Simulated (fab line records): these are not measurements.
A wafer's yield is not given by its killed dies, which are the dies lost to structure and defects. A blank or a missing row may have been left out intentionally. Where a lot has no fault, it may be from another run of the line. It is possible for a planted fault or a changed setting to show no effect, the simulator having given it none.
fab line records | flow n5_finfet
[record] lots = 7 wafers = 39
route steps=1938 shown BEOL_M8@1332 BEOL_M11@1578 BEOL_M14@1749
start_h: the number of hours between the record's first day and the start of the first shown wafer of the lot | wait_h: hours from the lot's prior step to this one | " unchanged from the row above | L1.1+2: a single row standing in for several wafers | - no value, or no start given | * or withheld: withheld | < > ~ a bound
route shown NAME@n: a module of which the file shows steps, and the number in the route of the first | usual: mean/standard deviation of fault-free wafers | same: alike in all rows | chamber/n: place in a boat | sites: readings site by site | _std_site: the standard deviation of these | _edge_site: outer sites' mean less inner sites' | radius_mm: for every site, how far away it sits from the centre of the wafer | mask NAME#n: copy n | behind: the tool/chamber that last shaped the wafer | hold: cause of the lot's hold/its duration in hours/its outcome | device: which transistor (n, p or np) failed to switch | end of line: the route-end tests of the same wafers | step lacking rows: just its recipe | killed: count of dies lost to structure and defects at first sort (not the wafer's yield) | map: shows each die of a wafer: x if killed, . if not, _ if none is there
set.NAME: the setting as run; set.NAME@STEP: as run at that earlier step | model.NAME: the simulator's own value behind a step, which no gauge read
lots where settings were altered on purpose, with a table for each step and a row for each wafer
[[steps]]
[step N5_BEOL_M8_ILD_DEP_00]
[recipe] material = SiCOH_lowk target_thk_a = 1797.5 temp_c = 300 precursor = DEMS/porogen pressure_torr = 5 rf_w = 500 time_s = 33.4
// columns lot.wafer tool chamber start_h wait_h set.time_s model.SiCOH_lowk_of_BEOL_M8_ILD_DEP_00.thk_nm
L075.1+5 pecvd-03 1,0 216.21 0.0 33.4 180.2
L075.2 " 0 " " 28.32 152.4
L075.3 " 1 " " 28.32 154.8
L075.4 " 0 " " 28.32 154.2
L075.6 " 1 " " 33.4 182.6
L084.1 pecvd-04 1 260.29 0.0 51.14 269.8
L084.2 " 2 " " 33.4 177.8
L084.3 " 0 " " 33.4 177.2
L084.4 " 2 " " 51.14 273.2
L084.5 " 1 " " 33.4 179.2
L084.6 " 0 " " 51.14 270.2
L088.1 pecvd-04 0 282.54 0.0 16.22 87.2
L088.2 " 2 " " 33.4 181.2
L088.3 " 2 " " 16.22 94.6
L088.4 " 0 " " 16.22 89.8
L088.5 " 0 " " 33.4 180.2
L088.6 " 2 " " 33.4 184.4
L086.1 pecvd-03 0 284.51 0.0 33.4 175
L086.2 " 1 " " 33.4 175.4
L086.3 " 2 " " 33.4 175.6
L087.1 pecvd-01 0 285.93 0.0 33.4 176
L087.2 " 2 " " 33.4 179.2
L087.3 " 2 " " 33.4 181.2
L087.4 " 0 " " 33.4 180.4
L087.5 " 2 " " 33.4 182
L087.6 " 0 " " 33.4 179.8
L090.1 pecvd-01 1 291.39 0.0 33.4 178.4
L090.2 " 2 " " 33.4 178.2
L090.3 " 0 " " 33.4 179.4
L090.4 " 2 " " 33.4 183
L090.5 " 1 " " 33.4 179.6
L090.6 " 0 " " 33.4 181.4
L089.1 pecvd-01 0 294.67 0.0 33.4 175.2
L089.2 " 1 " " 21.22 112.4
L089.3 " 2 " " 21.22 113
L089.4 " 1 " " 33.4 178
L089.5 " 2 " " 33.4 179.6
L089.6 " 0 " " 21.22 115.4
[step N5_BEOL_M8_CURE_74]
[recipe] temp_c = 385 time_s = 240 ambient = He/Ar material = SiCOH_lowk
// columns lot.wafer tool chamber start_h wait_h set.time_s@BEOL_M8_ILD_DEP_00 model.SiCOH_lowk_of_BEOL_M8_ILD_DEP_00.thk_nm
L075.1+5 uv_cure-02 2 216.29 0.1 33.4 155.4
L075.2 " 2 " " 28.32 131.2
L075.3 " 2 " " 28.32 133.2
L075.4 " 2 " " 28.32 132.8
L075.6 " 2 " " 33.4 157.4
L084.1 uv_cure-01 2 260.45 0.1 51.14 233.8
L084.2 " 2 " " 33.4 153.4
L084.3 " 2 " " 33.4 152.8
L084.4 " 2 " " 51.14 236.8
L084.5 " 2 " " 33.4 154.4
L084.6 " 2 " " 51.14 234.2
L088.1 uv_cure-01 0 282.63 0.1 16.22 74.8
L088.2 " 0 " " 33.4 156.2
L088.3 " 0 " " 16.22 81.2
L088.4 " 0 " " 16.22 77
L088.5 " 0 " " 33.4 155.4
L088.6 " 0 " " 33.4 159
L086.1 uv_cure-02 1 284.79 0.3 33.4 150.8
L086.2 " 1 " " 33.4 151.2
L086.3 " 1 " " 33.4 151.4
L087.1 uv_cure-01 2 286.02 0.1 33.4 151.8
L087.2 " 2 " " 33.4 154.4
L087.3 " 2 " " 33.4 156.4
L087.4 " 2 " " 33.4 155.6
L087.5 " 2 " " 33.4 157
L087.6 " 2 " " 33.4 155
L090.1 uv_cure-02 2 291.45 0.0 33.4 153.8
L090.2 " 2 " " 33.4 153.6
L090.3+5 " 2 " " 33.4 154.8
L090.4 " 2 " " 33.4 157.8
L090.6 " 2 " " 33.4 156.6
L089.1 uv_cure-02 1 294.94 0.2 33.4 151
L089.2 " 1 " " 21.22 96.6
L089.3 " 1 " " 21.22 97.2
L089.4 " 1 " " 33.4 153.4
L089.5 " 1 " " 33.4 155
L089.6 " 1 " " 21.22 99.2
[step N5_BEOL_M8_THK_MEAS_01]
[recipe] reads = SiCOH_lowk_of_BEOL_M8_ILD_DEP_00
[usual] M8_ILD_THK = 154.6/2.2
// columns lot.wafer tool chamber start_h wait_h set.time_s@BEOL_M8_ILD_DEP_00 M8_ILD_THK[nm]
L075.1 film_metro-02 - 216.81 0.4 33.4 155.3
L075.2 " - " " 28.32 131.2
L075.3 " - " " 28.32 133.3
L075.4 " - " " 28.32 132.7
L075.5 " - " " 33.4 155.4
L075.6 " - " " 33.4 157.5
L084.1 film_metro-02 - 260.96 0.4 51.14 233.9
L084.2 " - " " 33.4 153.3
L084.3 " - " " 33.4 152.7
L084.4 " - " " 51.14 236.8
L084.5 " - " " 33.4 154.5
L084.6 " - " " 51.14 234.3
L088.1 film_metro-01 - 283.14 0.4 16.22 74.7
L088.2 " - " " 33.4 156.3
L088.3 " - " " 16.22 81.1
L088.4 " - " " 16.22 77.0
L088.5 " - " " 33.4 155.4
L088.6 " - " " 33.4 159.0
L086.1 film_metro-02 - 285.31 0.4 33.4 150.9
L086.2 " - " " 33.4 151.3
L086.3 " - " " 33.4 151.3
L087.1 film_metro-02 - 286.53 0.4 33.4 151.8
L087.2 " - " " 33.4 154.5
L087.3 " - " " 33.4 156.3
L087.4 " - " " 33.4 155.4
L087.5 " - " " 33.4 157.0
L087.6 " - " " 33.4 154.9
L090.1 film_metro-02 - 291.96 0.4 33.4 153.8
L090.2 " - " " 33.4 153.6
L090.3 " - " " 33.4 154.8
L090.4 " - " " 33.4 157.8
L090.5 " - " " 33.4 154.9
L090.6 " - " " 33.4 156.6
L089.1 film_metro-01 - 295.45 0.4 33.4 151.0
L089.2 " - " " 21.22 96.6
L089.3 " - " " 21.22 97.2
L089.4 " - " " 33.4 153.5
L089.5 " - " " 33.4 155.0
L089.6 " - " " 21.22 99.2
[step N5_BEOL_M11_TRENCH_ETCH_37]
[recipe] chemistry = C4F6/O2 target_depth_a = 1488.3 target = SiCOH_lowk time_s = 48 ion_energy_ev = 250 pressure_mtorr = 30 source_w = 345 bias_w = 185 Ar_flow_sccm = 300 C4F6_flow_sccm = 10 O2_flow_sccm = 10
// columns lot.wafer tool chamber start_h wait_h set.target_depth_a model.etch.depth_nm model.BEOL_M11.feature_depth_nm model.TiN_of_BEOL_M11_HM_DEP_02.thk_nm
L075.1 rie_diel-05 1 - - 1175 117.9 118 16.8
L075.2 " 0 " " 1175 115.7 115.6 17
L075.3 " 2 " " 1488.3 149.7 149.8 16
L075.4 " 3 " " 1488.3 148.5 148.6 16.2
L075.5 " 0 " " 1488.3 145.3 145.2 16
L075.6 " 3 " " 1175 118.1 118.2 17
L084.1 rie_diel-01 2 - - 1488.3 146.3 146.4 15.6
L084.2 " 1 " " 1488.3 148.6 148.6 15.6
L084.3 " 0 " " 1488.3 148.8 148.8 15.8
L084.4 " 3 " " 1488.3 146.4 146.4 15.6
L084.5 " 2 " " 1488.3 146.6 146.6 15.6
L084.6 " 1 " " 1488.3 149.2 149.2 15.8
L086.1 rie_diel-05 0 - - 1488.3 145 145 15.8
L086.2 " 2 " " 1488.3 148.9 149 16
L086.3 " 1 " " 1488.3 146.9 146.8 15.8
L088.1 rie_diel-04 2 - - 1488.3 151.6 151.6 15.6
L088.2 " 3 " " 1186 121.7 121.8 16.4
L088.3 " 0 " " 1186 118.9 119 17
L088.4 " 1 " " 1186 119.6 119.6 16.6
L088.5 " 3 " " 1488.3 150.5 150.6 15.6
L088.6 " 0 " " 1488.3 149.5 149.6 16
L087.1 rie_diel-05 0 - - 1927 187.6 187.6 15.2
L087.2 " 3 " " 1488.3 149.7 149.6 15.8
L087.3 " 2 " " 1927 194.7 194.6 14.6
L087.4 " 1 " " 1488.3 147.7 147.8 15.8
L087.5 " 2 " " 1488.3 148.6 148.6 15.8
L087.6 " 3 " " 1927 195.9 195.8 14.6
L090.1 rie_diel-04 2 - - 1488.3 150.7 150.6 15.8
L090.2 " 3 " " 1488.3 151.3 151.2 15.8
L090.3 " 0 " " 1488.3 148.5 148.6 16.4
L090.4 " 1 " " 1843 186.2 186.2 14.6
L090.5 " 2 " " 1843 186.7 186.8 15.2
L090.6 " 3 " " 1843 187.4 187.4 14.8
L089.1 rie_diel-04 3 - - 1488.3 152.9 152.8 15.8
L089.2 " 1 " " 1488.3 148.9 149 16
L089.3 " 2 " " 1488.3 151.6 151.6 15.8
L089.4 " 0 " " 1488.3 149.8 149.8 16
L089.5 " 1 " " 1488.3 150.6 150.6 16
L089.6 " 0 " " 1488.3 149.4 149.4 15.8
[step N5_BEOL_M11_ETCH_41]
[recipe] chemistry = CH3F/O2 target = SiCN target_depth_a = 426 taper_deg = 2 time_s = 86 ion_energy_ev = 120 mask_material = TiN pressure_mtorr = 30 source_w = 395 bias_w = 75 Ar_flow_sccm = 150 CH3F_flow_sccm = 30 O2_flow_sccm = 20
[step N5_BEOL_M11_STRIP_77]
[recipe] chemistry = N2/H2 time_s = 10 power_w = 450 temp_c = 40 pressure_mtorr = 20 rf_frequency_hz = 6e+07 bias_power_w = 7 n2_flow_sccm = 200 h2_flow_sccm = 200
[step N5_BEOL_M11_OCD_MEAS_38]
[usual] trench_depth_nm = 149.5/2
// columns lot.wafer tool chamber start_h wait_h set.target_depth_a@BEOL_M11_TRENCH_ETCH_37 trench_depth_nm
L075.1 ocd-02 - 245.52 - 1175 117.9
L075.2 " - " " 1175 115.8
L075.3 " - " " 1488.3 149.7
L075.4 " - " " 1488.3 148.2
L075.5 " - " " 1488.3 145.5
L075.6 " - " " 1175 118.5
L084.1 ocd-02 - 292.41 - 1488.3 146.5
L084.2 " - " " 1488.3 148.7
L084.3 " - " " 1488.3 -
L084.4 " - " " 1488.3 146.4
L084.5 " - " " 1488.3 -
L084.6 " - " " 1488.3 -
L086.1 ocd-01 - 312.17 - 1488.3 144.5
L086.2 " - " " 1488.3 149.2
L086.3 " - " " 1488.3 146.6
L088.1 ocd-01 - 315.43 - 1488.3 151.7
L088.2 " - " " 1186 121.7
L088.3 " - " " 1186 118.7
L088.4 " - " " 1186 119.6
L088.5 " - " " 1488.3 150.3
L088.6 " - " " 1488.3 -
L087.1 ocd-01 - 319.06 - 1927 187.7
L087.2 " - " " 1488.3 149.8
L087.3 " - " " 1927 194.3
L087.4 " - " " 1488.3 147.5
L087.5 " - " " 1488.3 148.7
L087.6 " - " " 1927 196.1
L090.1 ocd-01 - 324.73 - 1488.3 150.7
L090.2 " - " " 1488.3 151.8
L090.3 " - " " 1488.3 148.2
L090.4 " - " " 1843 186.2
L090.5 " - " " 1843 186.8
L090.6 " - " " 1843 187.5
L089.1 ocd-01 - 328.32 - 1488.3 153.2
L089.2 " - " " 1488.3 149.3
L089.3 " - " " 1488.3 151.2
L089.4 " - " " 1488.3 149.9
L089.5 " - " " 1488.3 150.5
L089.6 " - " " 1488.3 149.7
[step N5_BEOL_M11_HM_STRIP_39]
[recipe] chemistry = peroxide_tin_strip material = TiN target_depth_a = 250 temp_c = 50 time_s = 158
[step N5_BEOL_M11_SRD_40]
[recipe] time_s = 30 temp_c = 23 rinse_liquid = diw dry = ipa_marangoni
[step N5_BEOL_M11_ECD_50]
[recipe] material = Cu target_thk_a = 3180
[step N5_BEOL_M11_ANNEAL_51]
[recipe] temp_c = 225 time_s = 90 ambient = N2
[step N5_BEOL_M11_CMP_52]
[recipe] stop_on = SiCOH_lowk t_overpolish_s = 7 down_force_psi = 1 platen_rpm = 50 clearing_platen_down_force_psi = 1.5 clearing_platen_rpm = 50 post_cmp_clean = cu_alkaline target_thk_nm = 140 clearing_platen_pad_velocity_m_s = 0.99484 pad_velocity_m_s = 0.99484
// columns lot.wafer tool chamber start_h wait_h set.target_depth_a@BEOL_M11_TRENCH_ETCH_37 model.Cu_of_BEOL_M11_ECD_50.thk_nm
L075.4 cmp-02 1 247.43 0.1 1488.3 138
L075.2 " 2 " " 1175 106.6
L075.1 " 3 " " 1175 107.2
L075.3 " 0 " " 1488.3 142
L075.5 " 1 " " 1488.3 134.2
L075.6 " 2 " " 1175 109
L084.3 cmp-03 3 295.12 0.2 1488.3 141
L084.4 " 0 " " 1488.3 137.4
L084.2 " 1 " " 1488.3 140.4
L084.1 " 2 " " 1488.3 136.2
L084.5 " 3 " " 1488.3 137
L084.6 " 0 " " 1488.3 139.8
L086.2 cmp-03 2 317.24 0.5 1488.3 139.2
L086.1 " 3 " " 1488.3 135
L086.3 " 0 " " 1488.3 136.2
L088.2 cmp-03 2 318.78 0.4 1186 111
L088.3 " 3 " " 1186 110.4
L088.4 " 0 " " 1186 110.2
L088.1 " 1 " " 1488.3 143
L088.6 " 2 " " 1488.3 138.8
L088.5 " 3 " " 1488.3 141.4
L087.1 cmp-03 1 321.61 0.3 1927 178.8
L087.3 " 2 " " 1927 184.2
L087.4 " 3 " " 1488.3 137.8
L087.2 " 0 " " 1488.3 139.4
L087.5 " 1 " " 1488.3 139.8
L087.6 " 2 " " 1927 184.4
L090.1 cmp-03 2 329.91 0.3 1488.3 140
L090.3 " 3 " " 1488.3 139.4
L090.4 " 0 " " 1843 177.8
L090.2 " 1 " " 1488.3 144.4
L090.6 " 2 " " 1843 178.8
L090.5 " 3 " " 1843 178.4
L089.4 cmp-04 2 331.53 0.1 1488.3 141.8
L089.2+6 " 3 " " 1488.3 140
L089.3 " 0 " " 1488.3 143.2
L089.1 " 1 " " 1488.3 142.4
L089.5 " 2 " " 1488.3 141
[step N5_BEOL_M11_THK_MEAS_53]
[recipe] thk_meas_gauge = xrf reads = Cu_of_BEOL_M11_ECD_50
[usual] M11_THK = 139.4/2.7
// columns lot.wafer tool chamber start_h wait_h set.target_depth_a@BEOL_M11_TRENCH_ETCH_37 M11_THK[nm]
L075.1 film_metro-02 - 247.73 - 1175 108.5
L075.2 " - " " 1175 107.7
L075.3 " - " " 1488.3 144.2
L075.4 " - " " 1488.3 140.1
L075.5 " - " " 1488.3 135.6
L075.6 " - " " 1175 110.0
L084.1 film_metro-02 - 295.41 - 1488.3 135.8
L084.2 " - " " 1488.3 139.8
L084.3 " - " " 1488.3 -
L084.4 " - " " 1488.3 137.5
L084.5 " - " " 1488.3 -
L084.6 " - " " 1488.3 -
L086.1 film_metro-01 - 317.54 - 1488.3 131.8
L086.2 " - " " 1488.3 135.7
L086.3 " - " " 1488.3 133.4
L088.1 film_metro-02 - 319.08 - 1488.3 144.1
L088.2 " - " " 1186 111.9
L088.3 " - " " 1186 111.5
L088.4 " - " " 1186 111.6
L088.5 " - " " 1488.3 142.3
L088.6 " - " " 1488.3 -
L087.1 film_metro-02 - 321.90 - 1927 178.9
L087.2 " - " " 1488.3 139.6
L087.3 " - " " 1927 185.6
L087.4 " - " " 1488.3 138.2
L087.5 " - " " 1488.3 140.0
L087.6 " - " " 1927 185.1
L090.1 film_metro-01 - 330.20 - 1488.3 138.1
L090.2 " - " " 1488.3 143.0
L090.3 " - " " 1488.3 137.7
L090.4 " - " " 1843 175.1
L090.5 " - " " 1843 176.4
L090.6 " - " " 1843 176.2
L089.1 film_metro-01 - 331.82 - 1488.3 139.6
L089.2 " - " " 1488.3 137.3
L089.3 " - " " 1488.3 139.9
L089.4 " - " " 1488.3 138.7
L089.5 " - " " 1488.3 137.6
L089.6 " - " " 1488.3 137.5
[step N5_BEOL_M11_PRE_CLEAN_55]
[recipe] gas = NH3 time_s = 15 temp_c = withheld rf_power_w = 300
[step N5_BEOL_M11_DEP_56]
[recipe] material = SiCN target_thk_a = 300 temp_c = withheld precursor = 3MS/NH3 pressure_torr = 3 rf_w = 675 time_s = 10.5
[step N5_BEOL_M11_RS_MEAS_57]
[recipe] thk_meas_gauge = four-point-probe reads = Cu_of_BEOL_M11_ECD_50+Co_of_BEOL_M11_CVD_75+TaN_of_BEOL_M11_ALD_74
[usual] M11_RS = 0.1507/0.0029
// columns lot.wafer tool chamber start_h wait_h set.target_depth_a@BEOL_M11_TRENCH_ETCH_37 M11_RS[ohm/sq]
L075.1 film_metro-02 - 247.85 0.0 1175 0.2033
L075.2 " - " " 1175 0.2051
L075.3 " - " " 1488.3 0.1487
L075.4 " - " " 1488.3 0.1532
L075.5 " - " " 1488.3 0.1583
L075.6 " - " " 1175 0.1998
L084.1 film_metro-02 - 295.54 0.0 1488.3 0.1558
L084.2 " - " " 1488.3 0.1506
L084.3 " - " " 1488.3 -
L084.4 " - " " 1488.3 0.1541
L084.5 " - " " 1488.3 -
L084.6 " - " " 1488.3 -
L086.1 film_metro-02 - 317.66 0.0 1488.3 0.1571
L086.2 " - " " 1488.3 0.1521
L086.3 " - " " 1488.3 0.1558
L088.1 film_metro-02 - 319.20 0.0 1488.3 0.1473
L088.2 " - " " 1186 0.1956
L088.3 " - " " 1186 0.1968
L088.4 " - " " 1186 0.1975
L088.5 " - " " 1488.3 0.1495
L088.6 " - " " 1488.3 -
L087.1 film_metro-02 - 322.06 0.1 1927 0.1157
L087.2 " - " " 1488.3 0.1520
L087.3 " - " " 1927 0.1121
L087.4 " - " " 1488.3 0.1538
L087.5 " - " " 1488.3 0.1513
L087.6 " - " " 1927 0.1117
L090.1 film_metro-01 - 330.36 0.1 1488.3 0.1510
L090.2 " - " " 1488.3 0.1458
L090.3 " - " " 1488.3 0.1513
L090.4 " - " " 1843 0.1162
L090.5 " - " " 1843 0.1156
L090.6 " - " " 1843 0.1155
L089.1 film_metro-02 - 331.98 0.1 1488.3 0.1482
L089.2 " - " " 1488.3 0.1510
L089.3 " - " " 1488.3 0.1474
L089.4 " - " " 1488.3 0.1489
L089.5 " - " " 1488.3 0.1499
L089.6 " - " " 1488.3 0.1512
[step N5_BEOL_M14_DESCUM_33]
[recipe] chemistry = O2 time_s = 7.9 source_power_w = 50 bias_power_w = 20 pressure_mtorr = 20 rf_frequency_hz = 2.712e+07 temp_c = 40 o2_flow_sccm = 225
// columns lot.wafer tool chamber start_h wait_h set.time_s model.coat_of_BEOL_M14_COAT_22.thk_nm
L075.1 rie_diel-02 3 259.04 0.0 12.42 281.2
L075.2 " 1 " " 7.9 282.8
L075.3 " 1 " " 12.42 280.4
L075.4 " 3 " " 12.42 280.8
L075.5 " 1 " " 7.9 283.4
L075.6 " 3 " " 7.9 283
L084.1 rie_diel-02 3 307.09 0.0 11.51 280.6
L084.2+4 " 2,3 " " 7.9 282
L084.3+6 " 1 " " 11.51 279.8
L084.5 " 2 " " 7.9 281.8
L086.1+2 rie_diel-02 0,2 333.84 0.5 7.9 282.6
L086.3 " 1 " " 7.9 282
L088.1 rie_diel-03 1 333.88 0.1 7.9 283.8
L088.2+3 " 0,2 " " 7.9 283.6
L088.4+6 " 3,2 " " 7.9 283
L088.5 " 1 " " 7.9 284
L087.1+6 rie_diel-02 0,2 336.30 0.1 4.879 284
L087.2+4 " 2,1 " " 7.9 283
L087.3 " 1 " " 7.9 282.8
L087.5 " 0 " " 4.879 284.2
L090.1 rie_diel-02 1 342.66 0.1 7.9 283.4
L090.2 " 0 " " 3.323 285.6
L090.3 " 2 " " 3.323 285
L090.4 " 0 " " 7.9 283.8
L090.5 " 1 " " 3.323 285.2
L090.6 " 2 " " 7.9 282.8
L089.1 rie_diel-02 2 345.95 0.2 3.351 284.6
L089.2+4 " 1,0 " " 7.9 282.8
L089.3 " 0 " " 3.351 286
L089.5 " 1 " " 3.351 284.4
L089.6 " 2 " " 7.9 283
[[key]]
[split] step = N5_BEOL_M8_ILD_DEP_00 setting = time_s stated = 33.4 by = wafer
[response] step = N5_BEOL_M8_ILD_DEP_00 reading = model.SiCOH_lowk_of_BEOL_M8_ILD_DEP_00.thk_nm change = +1.76 per = 1% r = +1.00
[response] step = N5_BEOL_M8_CURE_74 reading = model.SiCOH_lowk_of_BEOL_M8_ILD_DEP_00.thk_nm change = +1.53 per = 1% r = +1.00
[response] step = N5_BEOL_M8_THK_MEAS_01 reading = M8_ILD_THK change = +1.54 per = 1% r = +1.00
[split] step = N5_BEOL_M11_TRENCH_ETCH_37 setting = target_depth_a stated = 1488.3 by = wafer
[response] step = N5_BEOL_M11_TRENCH_ETCH_37 reading = model.etch.depth_nm change = +1.5 per = 1% r = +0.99
[response] step = N5_BEOL_M11_TRENCH_ETCH_37 reading = model.BEOL_M11.feature_depth_nm change = +1.5 per = 1% r = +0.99
[response] step = N5_BEOL_M11_TRENCH_ETCH_37 reading = model.TiN_of_BEOL_M11_HM_DEP_02.thk_nm change = -0.0409 per = 1% r = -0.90
[response] step = N5_BEOL_M11_OCD_MEAS_38 reading = trench_depth_nm change = +1.5 per = 1% r = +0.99
[response] step = N5_BEOL_M11_CMP_52 reading = model.Cu_of_BEOL_M11_ECD_50.thk_nm change = +1.49 per = 1% r = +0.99
[response] step = N5_BEOL_M11_THK_MEAS_53 reading = M11_THK change = +1.51 per = 1% r = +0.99
[response] step = N5_BEOL_M11_RS_MEAS_57 reading = M11_RS change = -0.00171 per = 1% r = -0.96
[split] step = N5_BEOL_M14_DESCUM_33 setting = time_s stated = 7.9 by = wafer
[response] step = N5_BEOL_M14_DESCUM_33 reading = model.coat_of_BEOL_M14_COAT_22.thk_nm change = -0.0365 per = 1% r = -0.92
